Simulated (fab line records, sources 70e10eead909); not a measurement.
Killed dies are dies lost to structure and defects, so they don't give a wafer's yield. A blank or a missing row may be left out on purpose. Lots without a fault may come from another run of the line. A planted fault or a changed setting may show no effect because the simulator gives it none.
Chamber matching | flow nand_harc | NHARC_THIN_TSV_ETCHBACK_48 on rie_diel-01: 4 sister chambers
The step etches the open film in C4F8/Ar, target depth 1028.5 nm, time 405.17 s. 14 wafers are shown with their chamber, then 7 later ones without.

WAFERS WITH THEIR CHAMBER
wafer  | chamber | rf_vpp_V (V) | oes_product_au (a.u.)
L727.3 | 3       | 545.3        | 0.99
L727.5 | 3       | 547.8        | 0.98
L727.6 | 2       | 550.4        | 0.98
L733.1 | 3       | 547.6        | 0.93
L733.2 | 2       | 550.7        | 0.92
L733.3 | 0       | 546.0        | 0.93
L734.1 | 2       | 548.4        | 0.93
L734.3 | 1       | 542.6        | 0.92
L734.6 | 1       | 542.6        | 0.93
L740.1 | 0       | 548.6        | 0.92
L740.2 | 2       | 548.7        | 0.92
L740.3 | 1       | 542.2        | 0.92
L741.1 | 1       | 542.3        | 0.93
L741.2 | 0       | 547.0        | 0.93

SIGNATURES (means of the wafers above)
reading        | chamber 0 | chamber 1 | chamber 2 | chamber 3 | scatter within a chamber
rf_vpp_V       | 547.200   | 542.425   | 549.550   | 546.900   | 1.07
oes_product_au | 0.9267    | 0.9250    | 0.9375    | 0.9667    | 0.0217
Rule: a wafer's distance from a chamber is the root of the sum, over the readings, of the square of ((its reading less the chamber's mean) divided by the reading's scatter). The wafer belongs to the nearest chamber; if the next one is less than 2 further off, it can't be placed. The scatter: the root of (the sum of the squares of (reading less its chamber's mean) over the shown wafers, divided by (wafers less chambers)).

WAFERS WITHOUT THEIR CHAMBER
wafer  | rf_vpp_V (V) | oes_product_au (a.u.)
L741.3 | 550.5        | 0.93
L746.2 | 545.8        | 0.92
L746.3 | 544.3        | 0.91
L746.5 | 549.2        | 0.92
L750.3 | 545.8        | 0.92
L750.4 | 548.0        | 0.94
L750.6 | 544.2        | 0.93

WHICH CHAMBER EACH WENT THROUGH
wafer  | from the rows above          | in truth
L741.3 | 2                            | 2
L746.2 | can't be placed: 0 or 3 or 1 | 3
L746.3 | can't be placed: 1 or 0 or 3 | 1
L746.5 | can't be placed: 2 or 0      | 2
L750.3 | can't be placed: 0 or 3 or 1 | 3
L750.4 | can't be placed: 0 or 2 or 3 | 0
L750.6 | can't be placed: 1 or 0 or 3 | 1
Placed correctly: 1 of 7. Can't be placed from these rows: 6 (the true chamber is among the candidates in 6). Placed wrongly: 0.
